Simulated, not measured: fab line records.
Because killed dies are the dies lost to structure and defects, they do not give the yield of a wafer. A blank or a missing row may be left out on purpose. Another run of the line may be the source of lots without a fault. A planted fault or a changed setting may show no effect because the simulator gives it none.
A single fault, viewed from 3 desks / flow nand_harc / each desk has only its own numbers; what lay behind them comes last

TOOL OWNER'S DESK, rie_diel-08
The tool's own readings at NHARC_A_CHANNEL_HOLE_D1_ETCH_38 (etches the open film in CF4, target depth 39 nm, time 65 s): means of the sampled wafers that have a number, for each lot that ran on this tool. Any lot whose mean is over 4 standard deviations away from the usual mean is out of limits and marked OUT; that distance is given in the brackets.
Columns: A = cf4_flow_sccm at NHARC_A_CHANNEL_HOLE_D1_ETCH_38, usual 149.9 sccm; B = drypump_motor_current_A at NHARC_A_CHANNEL_HOLE_D1_ETCH_38, usual 5.6 A; C = oes_product_au at NHARC_A_CHANNEL_HOLE_D1_ETCH_38, usual 1.001 a.u.; D = rf_fwd_power_W at NHARC_A_CHANNEL_HOLE_D1_ETCH_38, usual 297.5 W; E = rf_vpp_V at NHARC_A_CHANNEL_HOLE_D1_ETCH_38, usual 151.5 V; F = showerhead_plenum_p_Torr at NHARC_A_CHANNEL_HOLE_D1_ETCH_38, usual 1.79 Torr; G = throttle_valve_pct at NHARC_A_CHANNEL_HOLE_D1_ETCH_38, usual 13.285 %
lot=L529; first seen here=day 9 03:23; A=150.1; B=5.6; C=0.996; D=297.7; E=151.2; F=1.79; G=13.294
lot=L532; first seen here=day 9 21:07; A=149.7; B=5.7; C=0.995; D=297.5; E=151.1; F=1.85; G=13.278
lot=L533; first seen here=day 10 04:33; A=150.4; B=5.6; C=0.998; D=297.3; E=151.4; F=1.78; G=13.283
lot=L542; first seen here=day 12 14:25; A=150.3; B=5.6; C=1.004; D=297.9; E=152.1; F=1.86; G=13.282
lot=L540; first seen here=day 12 15:35; A=149.8; B=5.5; C=1.005; D=297.5; E=151.8; F=1.76; G=13.283
lot=L545; first seen here=day 13 00:44; A=149.6; B=5.6; C=1.001; D=296.0; E=151.7; F=1.78; G=13.285
This desk's finding: nothing out of limits on any of the 6 lots.

FROM THE METROLOGY DESK
Means of the sampled wafers that have a number, per lot and without regard to the tool the lot ran on: this is what the gauges read. Any lot whose mean is over 4 standard deviations away from the usual mean is out of limits and marked OUT; that distance is given in the brackets.
Columns: A = thk_nm at NHARC_A_ONON_D1_THK_MEAS_34, usual 199.3 nm
lot=L525; first seen here=day 8 03:05; A=198.9
lot=L526; first seen here=day 8 13:20; A=200.9
lot=L529; first seen here=day 9 00:23; A=200.9
lot=L532; first seen here=day 9 17:42; A=196.0
lot=L533; first seen here=day 10 00:31; A=198.3
lot=L538; first seen here=day 11 03:43; A=199.2
lot=L542; first seen here=day 12 11:22; A=197.9
lot=L540; first seen here=day 12 11:39; A=200.6
lot=L545; first seen here=day 12 19:30; A=201.5
lot=L547; first seen here=day 13 09:37; A=199.2
lot=L548; first seen here=day 13 20:25; A=200.0
This desk's finding: nothing out of limits on any of the 11 lots.

THE DEFECT DESK
Per lot, the means of the sampled wafers with a number show what the inspections along the route counted. Any lot whose mean is over 4 standard deviations away from the usual mean is out of limits and marked OUT; that distance is given in the brackets.
Columns: A = raw_defect_count at NHARC_A_CHANNEL_HOLE_D1_INSPECT_40, usual 63
lot=L525; first seen here=day 8 13:28; A=43
lot=L526; first seen here=day 9 01:07; A=45
lot=L529; first seen here=day 9 10:09; A=40
lot=L532; first seen here=day 10 03:56; A=95
lot=L533; first seen here=day 10 12:11; A=45
lot=L538; first seen here=day 11 14:25; A=42
lot=L542; first seen here=day 12 21:14; A=744 (+36) OUT
lot=L540; first seen here=day 13 01:25; A=752 (+36) OUT
lot=L545; first seen here=day 13 09:34; A=777 (+38) OUT
lot=L547; first seen here=day 13 23:07; A=58
lot=L548; first seen here=day 14 09:36; A=65
This desk's finding: out of limits on L540, L542, L545; first on L542, day 12 21:14 (raw_defect_count at NHARC_A_CHANNEL_HOLE_D1_INSPECT_40). In limits: L525, L526, L529, L532, L533, L538, L547, L548.

BROUGHT TOGETHER
The defect desk could have raised an alarm at day 12 21:14, on L540, L542, L545.
The desk of the tool owner found nothing out of limits.
Nothing out of limits was seen by the metrology desk.
The tool owner's desk has L540, L542, L545 on record, within its limits.
The metrology desk holds a record of L540, L542, L545, inside its limits.
Of the lots named, all ran NHARC_A_CHANNEL_HOLE_D1_ETCH_38 on rie_diel-08.

WHAT THE SIMULATOR PUT IN
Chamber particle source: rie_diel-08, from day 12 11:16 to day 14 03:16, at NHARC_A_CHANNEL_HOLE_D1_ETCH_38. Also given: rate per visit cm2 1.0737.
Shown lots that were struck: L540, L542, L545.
Hours from the fault's start to each desk's first reading out of limits: the defect desk, 10.
